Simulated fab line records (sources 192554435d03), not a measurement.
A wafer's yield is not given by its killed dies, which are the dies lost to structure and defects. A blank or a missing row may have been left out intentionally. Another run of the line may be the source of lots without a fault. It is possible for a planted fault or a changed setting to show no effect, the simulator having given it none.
Problem report, 8D (eight disciplines) form, completed by code || flow n5-finfet || the parts of the form that need people (team, actions taken, sign-off) are left out

== 1. THE ISSUE ==
Wafers without a fault read 1499.8 rpm, standard deviation 0.89; spin-speed-rpm at N5_BEOL_M12_COAT_66 reads a mean of 1594.7 rpm on 9 wafers belonging to 3 lots. That is +99 or more standard deviations from the usual mean.
The step: time 60 s, resist thk 110 nm.
The first sign was on wafer L575.1 at day 15 04:07, on litho-track-03. The record has a number at this step for 15 wafers belonging to 5 lots. Rule for "out" (also "out of limits"): further than 4 standard deviations from the usual mean. All remaining wafers that have a number are taken as sound.

== 2. WHAT IT IS; WHAT IT IS NOT ==
{"question": "which readings at this step", "is": "spin-speed-rpm", "is not": "chill-plate-temp-C"}
{"question": "which lots", "is": "L575, L576, L578", "is not": "L569, L573"}
{"question": "which wafers of those lots", "is": "all that have a number", "is not": "-"}
{"question": "read on which tools", "is": "litho-track-03", "is not": "litho-track-02"}
{"question": "when", "is": "from day 15 04:07", "is not": "up to then (6 sound wafers)"}

== 3. THE SUSPECTS, EACH WITH WHAT RULES IT OUT ==
Counting: a tool stays on the suspect list if, at a process step up to the reading, it processed all lots that are out and no sound lot following the first of them.
- litho-track-03 at N5_BEOL_M12_COAT_66 (time 60 s, resist thk 110 nm): kept. It processed each lot that is out, first L575 at day 15 04:07, and no sound lot thereafter; up to then, the last sound lot it processed was L569 at day 14 11:55. Out on those wafers are its own readings of spin-speed-rpm.
Remaining after the count: litho-track-03 at N5_BEOL_M12_COAT_66.

== 4. THE CAUSE (what the simulator had put in) ==
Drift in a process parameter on litho-track-03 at N5_BEOL_M12_COAT_66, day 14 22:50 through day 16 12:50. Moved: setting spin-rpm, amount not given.
This tool alone remained once counting was done.

== 5. THE CHAIN OF EFFECTS, in route order ==
Each row: a reading whose mean over the struck wafers that have a number lies more than 3 standard deviations from the usual. Readings are gone through only where the record gives a usual standard deviation; hours: the median, over the lots, of the time from a lot's start at the first step in this table giving one to that lot's start at this step; sigmas: the change measured in usual standard deviations.
{"hours": 0, "step": "N5_BEOL_M12_COAT_66", "reading": "spin-speed-rpm", "usual": "1499.8 rpm", "on struck wafers": 1594.7, "change": "+94.9", "sigmas": "+99 or more"}
Its process steps:
- N5_BEOL_M12_COAT_66: time 60 s, resist thk 110 nm.

== 6. HOW IT WOULD HAVE BEEN CAUGHT EARLIER ==
The fault began at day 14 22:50; the first out-of-limits reading in this record came at day 15 04:07, 5 hours later.
